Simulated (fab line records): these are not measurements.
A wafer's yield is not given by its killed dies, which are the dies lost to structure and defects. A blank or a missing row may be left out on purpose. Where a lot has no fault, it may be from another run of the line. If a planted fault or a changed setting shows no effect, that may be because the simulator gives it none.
fab line records ; flow n5-finfet
record: lots: 14; wafers: 42; last-day: 18
route steps=1938 shown BEOL_M13@1679 BEOL_M14@1722
lots untouched by any fault: they come from a run of this same line in which no faults occurred
start-h: hours from the record's first day to the start of the lot's first wafer shown ; wait-h: how many hours have passed since the lot's step before this one ; " as in the row above ; L1.1+2: a single row standing in for several wafers ; - no value present, or no start provided ; * or withheld: withheld ; < > ~ a bound
route shown NAME@n: NAME is a module with steps in the file, n the number in the route of the first one ; usual: average and standard deviation across the fault-free wafers ; same: alike in all rows ; chamber/n: place in a boat ; sites: per-site readings ; _std_site: the values' standard deviation ; _edge_site: mean of outer sites minus mean of inner sites ; radius-mm: for every site, how far away it sits from the centre of the wafer ; mask NAME#n: copy n ; behind: the most recent tool/chamber to have shaped the wafer ; hold: reason for holding the lot/hours on hold/outcome of the hold ; device: the n, p or np transistor that did not switch ; end of line: at the end of the route, the tests of the same wafers ; a step given without rows: its recipe and nothing more ; killed: at the first sort, the dies lost to defects and structure; wafer yield is something else ; map: a wafer's dies, marking killed ones x, the rest . and places with no die _
set.NAME: setting as actually run; set.NAME@STEP: the setting as run at that earlier step ; model.NAME: the simulator's own value behind a step, which no gauge read
route steps across a sampled set of lots; one table per step, one row per wafer
services: when a tool's chamber went out of use (start-h, in hours from the record's first day, below 0 if earlier), for how many hours, and the reason
== steps ==
step: N5_BEOL_M13_CD_MEAS_17
recipe: target-cd-nm: 190; polarity: opening
usual: cd-nm: 189.7/1.7
lot.wafer;tool;chamber;start-h;wait-h;cd-nm
L699.2;cd-sem-03;-;246.64;0.0;190.1
L699.3;cd-sem-03;-;246.64;0.0;188.0
L699.6;cd-sem-03;-;246.64;0.0;190.4
L700.1;cd-sem-02;-;246.96;0.0;192.8
L700.3;cd-sem-02;-;246.96;0.0;191.2
L700.5;cd-sem-02;-;246.96;0.0;191.0
L702.2;cd-sem-03;-;249.21;0.0;191.4
L702.3;cd-sem-03;-;249.21;0.0;188.0
L702.6;cd-sem-03;-;249.21;0.0;188.8
L703.2;cd-sem-03;-;263.74;0.0;189.0
L703.3;cd-sem-03;-;263.74;0.0;188.8
L703.6;cd-sem-03;-;263.74;0.0;190.1
L704.1;cd-sem-03;-;270.77;0.0;188.7
L704.2;cd-sem-03;-;270.77;0.0;189.0
L704.5;cd-sem-03;-;270.77;0.0;190.1
L706.3;cd-sem-01;-;300.74;0.0;190.2
L706.4;cd-sem-01;-;300.74;0.0;187.4
L706.6;cd-sem-01;-;300.74;0.0;187.1
L708.1;cd-sem-03;-;303.62;0.0;187.0
L708.3;cd-sem-03;-;303.62;0.0;188.5
L708.5;cd-sem-03;-;303.62;0.0;185.3
L712.3;cd-sem-02;-;322.82;0.0;187.5
L712.4;cd-sem-02;-;322.82;0.0;188.6
L712.5;cd-sem-02;-;322.82;0.0;190.2
L711.1;cd-sem-03;-;329.13;0.0;187.5
L711.3;cd-sem-03;-;329.13;0.0;189.6
L711.4;cd-sem-03;-;329.13;0.0;189.9
L714.2;cd-sem-02;-;348.08;0.0;191.2
L714.4;cd-sem-02;-;348.08;0.0;190.0
L714.5;cd-sem-02;-;348.08;0.0;190.3
L716.3;cd-sem-02;-;351.92;0.0;190.2
L716.5;cd-sem-02;-;351.92;0.0;189.9
L716.6;cd-sem-02;-;351.92;0.0;187.4
L720.1;cd-sem-03;-;380.89;0.0;188.8
L720.3;cd-sem-03;-;380.89;0.0;190.9
L720.6;cd-sem-03;-;380.89;0.0;192.1
L719.3;cd-sem-03;-;388.52;0.0;188.6
L719.5;cd-sem-03;-;388.52;0.0;187.2
L719.6;cd-sem-03;-;388.52;0.0;187.9
L721.1;cd-sem-01;-;400.57;0.0;188.9
L721.4;cd-sem-01;-;400.57;0.0;186.8
L721.5;cd-sem-01;-;400.57;0.0;191.9
step: N5_BEOL_M13_RS_MEAS_54
recipe: thk-meas-gauge: four-point-probe; reads: Cu_of_BEOL_M13_ECD_47+Ta_of_BEOL_M13_SPUTTER_44+TaN_of_BEOL_M13_SPUTTER_43
usual: M13_RS: 0.0447/0.00086
lot.wafer;tool;chamber;start-h;wait-h;M13_RS[ohm/sq]
L699.2;film-metro-01;-;253.43;0.1;0.0438
L699.3;film-metro-01;-;253.43;0.1;0.0453
L699.6;film-metro-01;-;253.43;0.1;0.0441
L702.2;film-metro-02;-;254.39;0.1;0.0444
L702.3;film-metro-02;-;254.39;0.1;0.0436
L702.6;film-metro-02;-;254.39;0.1;0.0436
L700.1;film-metro-01;-;254.50;0.1;0.0461
L700.3;film-metro-01;-;254.50;0.1;0.0450
L700.5;film-metro-01;-;254.50;0.1;0.0456
L703.2;film-metro-01;-;269.32;0.1;0.0467
L703.3;film-metro-01;-;269.32;0.1;0.0461
L703.6;film-metro-01;-;269.32;0.1;0.0465
L704.1;film-metro-02;-;275.83;0.0;0.0451
L704.2;film-metro-02;-;275.83;0.0;0.0444
L704.5;film-metro-02;-;275.83;0.0;0.0458
L706.3;film-metro-02;-;305.87;0.1;0.0436
L706.4;film-metro-02;-;305.87;0.1;0.0443
L706.6;film-metro-02;-;305.87;0.1;0.0436
L708.1;film-metro-02;-;307.65;0.0;0.0465
L708.3;film-metro-02;-;307.65;0.0;0.0454
L708.5;film-metro-02;-;307.65;0.0;0.0448
L712.3;film-metro-01;-;327.86;0.1;0.0434
L712.4;film-metro-01;-;327.86;0.1;0.0439
L712.5;film-metro-01;-;327.86;0.1;0.0430
L711.1;film-metro-01;-;334.85;0.0;0.0439
L711.3;film-metro-01;-;334.85;0.0;0.0439
L711.4;film-metro-01;-;334.85;0.0;0.0445
L714.2;film-metro-01;-;353.90;0.1;0.0439
L714.4;film-metro-01;-;353.90;0.1;0.0447
L714.5;film-metro-01;-;353.90;0.1;0.0443
L716.3;film-metro-02;-;354.53;0.1;0.0445
L716.5;film-metro-02;-;354.53;0.1;0.0450
L716.6;film-metro-02;-;354.53;0.1;0.0448
L720.1;film-metro-01;-;389.94;0.0;0.0446
L720.3;film-metro-01;-;389.94;0.0;0.0441
L720.6;film-metro-01;-;389.94;0.0;0.0444
L719.3;film-metro-02;-;393.56;0.1;0.0443
L719.5;film-metro-02;-;393.56;0.1;0.0448
L719.6;film-metro-02;-;393.56;0.1;0.0440
L721.1;film-metro-02;-;404.83;0.1;0.0448
L721.4;film-metro-02;-;404.83;0.1;0.0442
L721.5;film-metro-02;-;404.83;0.1;0.0460
step: N5_BEOL_M14_EXPOSE_07
recipe: mask-id: V13; na: 0.8; source-shape: annular; sigma-inner: 0.5; sigma-outer: 0.8; polarization: unpolarized; attpsm-phase-deg: 180; dose-mj: 57
usual: exposure-dose-mJ-cm2: 57.5/0.35; focus-offset-nm: -0.1/0.51; na: 0.8/0; reticle-temp-C: 23.00/0.095
lot.wafer;tool;chamber;start-h;wait-h;mask;exposure-dose-mJ-cm2;focus-offset-nm;na;reticle-temp-C
L699.2;krf-scanner-02;0;253.95;-;V13#0;57.8;-0.3;0.8;23.03
L699.3;krf-scanner-02;0;253.95;-;V13#0;57.7;-0.3;0.8;23.07
L699.6;krf-scanner-02;0;253.95;-;V13#0;57.7;-0.4;0.8;23.14
L702.2;krf-scanner-01;0;254.91;-;V13#0;56.9;0.0;0.8;23.08
L702.3;krf-scanner-01;0;254.91;-;V13#0;56.9;0.1;0.8;22.89
L702.6;krf-scanner-01;0;254.91;-;V13#0;57.0;0.8;0.8;23.05
L700.1;krf-scanner-02;0;255.06;-;V13#0;57.7;0.3;0.8;22.98
L700.3;krf-scanner-02;0;255.06;-;V13#0;57.8;-0.5;0.8;22.88
L700.5;krf-scanner-02;0;255.06;-;V13#0;57.7;-0.1;0.8;22.89
L703.2;krf-scanner-02;0;269.71;-;V13#0;57.7;0.1;0.8;22.96
L703.3;krf-scanner-02;0;269.71;-;V13#0;57.7;0.0;0.8;22.94
L703.6;krf-scanner-02;0;269.71;-;V13#0;57.8;-0.5;0.8;23.10
L704.1;krf-scanner-02;0;276.21;-;V13#0;57.8;-0.4;0.8;23.15
L704.2;krf-scanner-02;0;276.21;-;V13#0;57.7;0.2;0.8;23.15
L704.5;krf-scanner-02;0;276.21;-;V13#0;57.7;-1.5;0.8;22.98
L706.3;krf-scanner-01;0;306.39;-;V13#0;57.0;-0.9;0.8;22.80
L706.4;krf-scanner-01;0;306.39;-;V13#0;56.9;0.0;0.8;22.81
L706.6;krf-scanner-01;0;306.39;-;V13#0;56.9;-0.2;0.8;22.83
L708.1;krf-scanner-01;0;308.15;-;V13#0;56.9;0.7;0.8;23.02
L708.3;krf-scanner-01;0;308.15;-;V13#0;57.0;0.1;0.8;23.05
L708.5;krf-scanner-01;0;308.15;-;V13#0;56.9;-0.2;0.8;23.11
L712.3;krf-scanner-02;-;328.26;-;V13#0;-;-;-;-
L712.4;krf-scanner-02;-;328.26;-;V13#0;-;-;-;-
L712.5;krf-scanner-02;-;328.26;-;V13#0;-;-;-;-
L711.1;krf-scanner-02;-;335.35;-;V13#0;-;-;-;-
L711.3;krf-scanner-02;-;335.35;-;V13#0;-;-;-;-
L711.4;krf-scanner-02;-;335.35;-;V13#0;-;-;-;-
L714.2;krf-scanner-02;0;354.29;-;V13#0;57.7;-0.5;0.8;22.94
L714.4;krf-scanner-02;0;354.29;-;V13#0;57.7;0.0;0.8;23.05
L714.5;krf-scanner-02;0;354.29;-;V13#0;57.7;-0.2;0.8;22.99
L716.3;krf-scanner-02;0;354.92;-;V13#0;57.7;0.1;0.8;23.11
L716.5;krf-scanner-02;0;354.92;-;V13#0;57.7;-0.4;0.8;23.19
L716.6;krf-scanner-02;0;354.92;-;V13#0;57.7;0.1;0.8;23.10
L720.1;krf-scanner-02;0;390.45;-;V13#0;57.7;-1.3;0.8;23.05
L720.3;krf-scanner-02;0;390.45;-;V13#0;57.7;-0.5;0.8;23.08
L720.6;krf-scanner-02;0;390.45;-;V13#0;57.7;-0.2;0.8;22.94
L719.3;krf-scanner-01;0;394.08;-;V13#0;57.0;0.5;0.8;23.07
L719.5;krf-scanner-01;0;394.08;-;V13#0;57.0;-0.7;0.8;23.16
L719.6;krf-scanner-01;0;394.08;-;V13#0;57.0;0.3;0.8;23.01
L721.1;krf-scanner-02;0;405.22;-;V13#0;57.7;0.1;0.8;22.87
L721.4;krf-scanner-02;0;405.22;-;V13#0;57.7;-0.8;0.8;22.89
L721.5;krf-scanner-02;0;405.22;-;V13#0;57.7;-1.1;0.8;22.99
step: N5_BEOL_M14_ETCH_59
recipe: chemistry: N2/H2; target: BARC; target-depth-a: 890; overetch-a: 267; time-s: 67.9; ion-energy-ev: 200; pressure-mtorr: 30; source-w: 840; bias-w: 150; n2-flow-sccm: 200; h2-flow-sccm: 200
usual: drypump-motor-current-A: 5.8/0.43; oes-product-au: 0.70/0.051; rf-fwd-power-W: 834.1/3; rf-vpp-V: 524.4/2.5; showerhead-plenum-p-Torr: 2.56/0.088; throttle-valve-pct: 17.80/0.18
lot.wafer;tool;chamber;start-h;wait-h;drypump-motor-current-A;oes-product-au;rf-fwd-power-W;rf-hours-counter-h;rf-vpp-V;showerhead-plenum-p-Torr;throttle-valve-pct
L699.2;rie-diel-02;1;254.24;0.0;5.3;0.71;836.6;81;523.8;2.58;17.82
L699.3;rie-diel-02;2;254.24;0.0;6.2;0.68;831.9;103;527.9;2.66;17.60
L699.6;rie-diel-02;3;254.24;0.0;5.7;0.73;832.6;-;524.9;2.59;17.56
L702.2;rie-diel-02;0;255.35;0.0;5.8;0.62;828.7;217;521.6;2.40;17.87
L702.3;rie-diel-02;3;255.35;0.0;5.7;0.73;832.7;42;524.9;2.59;17.56
L702.6;rie-diel-02;3;255.35;0.0;5.7;0.74;836.8;-;523.9;2.59;17.55
L700.1;rie-diel-04;1;255.72;0.0;5.3;0.71;833.9;67;524.7;2.59;17.73
L700.3;rie-diel-04;0;255.72;0.0;5.2;0.76;833.3;23;522.2;2.48;17.18
L700.5;rie-diel-04;1;255.72;0.0;5.4;0.71;831.1;-;524.0;2.59;17.73
L703.2;rie-diel-04;0;270.00;0.0;5.2;0.74;835.3;28;521.1;2.47;17.20
L703.3;rie-diel-04;3;270.00;0.0;6.5;0.60;835.8;233;527.4;2.61;17.97
L703.6;rie-diel-04;2;270.00;0.0;5.8;0.82;838.3;-;522.4;2.48;17.59
L704.1;rie-diel-05;3;276.51;0.0;5.2;0.72;833.4;68;527.9;2.70;17.83
L704.2;rie-diel-05;2;276.51;0.0;6.6;0.79;832.5;15;526.0;2.62;17.96
L704.5;rie-diel-05;2;276.51;0.0;6.6;0.80;832.8;-;525.3;2.63;17.95
L706.3;rie-diel-05;2;306.68;0.0;6.6;0.78;835.9;24;525.1;2.62;17.95
L706.4;rie-diel-05;0;306.68;0.0;5.8;0.72;836.7;71;523.1;2.47;17.88
L706.6;rie-diel-05;0;306.68;0.0;5.8;0.71;837.0;-;521.2;2.47;17.87
L708.1;rie-diel-05;1;308.70;0.0;5.6;0.68;835.1;90;522.9;2.46;17.98
L708.3;rie-diel-05;0;308.70;0.0;5.8;0.71;832.2;72;522.2;2.47;17.88
L708.5;rie-diel-05;2;308.70;0.0;6.5;0.78;834.3;-;526.1;2.62;17.98
L712.3;rie-diel-02;0;328.55;0.0;5.8;0.59;834.5;239;521.8;2.39;17.90
L712.4;rie-diel-02;1;328.55;0.0;5.3;0.69;836.1;103;524.0;2.57;17.87
L712.5;rie-diel-02;1;328.55;0.0;5.2;0.69;836.1;-;523.9;2.57;17.87
L711.1;rie-diel-05;2;335.65;0.0;6.5;0.77;832.7;34;524.8;2.62;17.99
L711.3;rie-diel-05;3;335.65;0.0;5.2;0.70;832.4;88;528.4;2.69;17.85
L711.4;rie-diel-05;0;335.65;0.0;5.8;0.70;827.0;81;522.6;2.47;17.88
L714.2;rie-diel-05;1;354.59;0.0;5.6;0.67;837.6;105;522.3;2.46;17.99
L714.4;rie-diel-05;1;354.59;0.0;5.7;0.67;834.5;-;521.5;2.46;18.01
L714.5;rie-diel-05;2;354.59;0.0;6.5;0.75;831.2;-;525.1;2.61;18.00
L716.3;rie-diel-02;3;355.21;0.0;5.7;0.69;836.4;76;524.9;2.57;17.62
L716.5;rie-diel-02;3;355.21;0.0;5.7;0.69;832.6;-;525.5;2.57;17.62
L716.6;rie-diel-02;2;355.21;0.0;6.2;0.65;838.5;-;526.5;2.64;17.64
L720.1;rie-diel-05;3;390.75;0.0;5.2;0.68;830.3;102;527.6;2.68;17.87
L720.3;rie-diel-05;0;390.75;0.0;5.8;0.69;831.1;99;523.2;2.46;17.93
L720.6;rie-diel-05;0;390.75;0.0;5.8;0.68;835.2;-;520.8;2.46;17.91
L719.3;rie-diel-05;2;394.77;0.0;6.5;0.74;830.9;53;526.5;2.61;18.03
L719.5;rie-diel-05;2;394.77;0.0;6.5;0.74;832.0;-;524.3;2.61;18.01
L719.6;rie-diel-05;3;394.77;0.0;5.2;0.68;835.4;-;527.1;2.68;17.89
L721.1;rie-diel-02;1;405.60;0.0;5.3;0.66;832.6;129;524.0;2.56;17.92
L721.4;rie-diel-02;3;405.60;0.0;5.7;0.67;836.0;93;525.0;2.56;17.64
L721.5;rie-diel-02;0;405.60;0.0;5.8;0.82;831.9;-;528.8;2.70;17.48
== services ==
tool;chamber;start-h;hours;kind
krf-scanner-02;-;269.94;0.8;pm
krf-scanner-01;-;271.68;1.3;pm
krf-scanner-02;-;286.72;1.3;pm
rie-diel-04;3;302.35;11.0;repair
krf-scanner-02;0;312.14;-;calibration
rie-diel-05;-;312.36;2.8;pm
krf-scanner-02;-;318.40;1.0;pm
krf-scanner-01;0;325.01;-;calibration
rie-diel-04;3;329.41;-;clean
rie-diel-04;3;329.41;-;consumable-replace:focus-ring
krf-scanner-01;-;329.55;0.8;pm
rie-diel-04;-;337.78;6.8;repair
rie-diel-02;-;344.64;0.3;repair
krf-scanner-01;-;346.34;1.0;pm
rie-diel-05;3;351.58;8.8;repair
rie-diel-02;0;354.63;-;clean
rie-diel-02;0;354.63;-;consumable-replace:focus-ring
rie-diel-02;0;354.63;-;consumable-replace:showerhead
rie-diel-02;0;354.63;22.2;scheduled-down
rie-diel-02;0;354.63;22.2;vent-cycle
krf-scanner-01;-;354.82;3.0;pm
rie-diel-05;2;364.74;10.6;repair
krf-scanner-01;-;375.20;4.0;pm
krf-scanner-01;-;384.02;4.5;repair
== key ==
first-sign: step: N5_BEOL_M14_EXPOSE_07; reading: tool-record; direction: missing
effect none on later readings
met-at N5_BEOL_M14_EXPOSE_07
struck-lots L711,L712
later-rows-left-out L711.1,L711.3,L711.4,L712.3,L712.4,L712.5
sort-left-out L711.1,L711.3,L711.4,L712.3,L712.4,L712.5
not-acting-at N5_BEOL_M13_CD_MEAS_17,N5_BEOL_M13_RS_MEAS_54,N5_BEOL_M14_ETCH_59
onset-between 308.15 328.26
fault: kind: skipped-step-whole; tool: krf-scanner-01,krf-scanner-02; chamber: -; onset-h: 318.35; steps: N5_BEOL_M14_EXPOSE_07; scope: struck-lots-only
sort-left-out: the simulated sort isn't trusted on such a fault, so these wafers' sort isn't shown, and their yield isn't known
later-rows-left-out: the simulator's readings of these wafers behind a module that went badly wrong aren't trusted and aren't shown, but for the sort
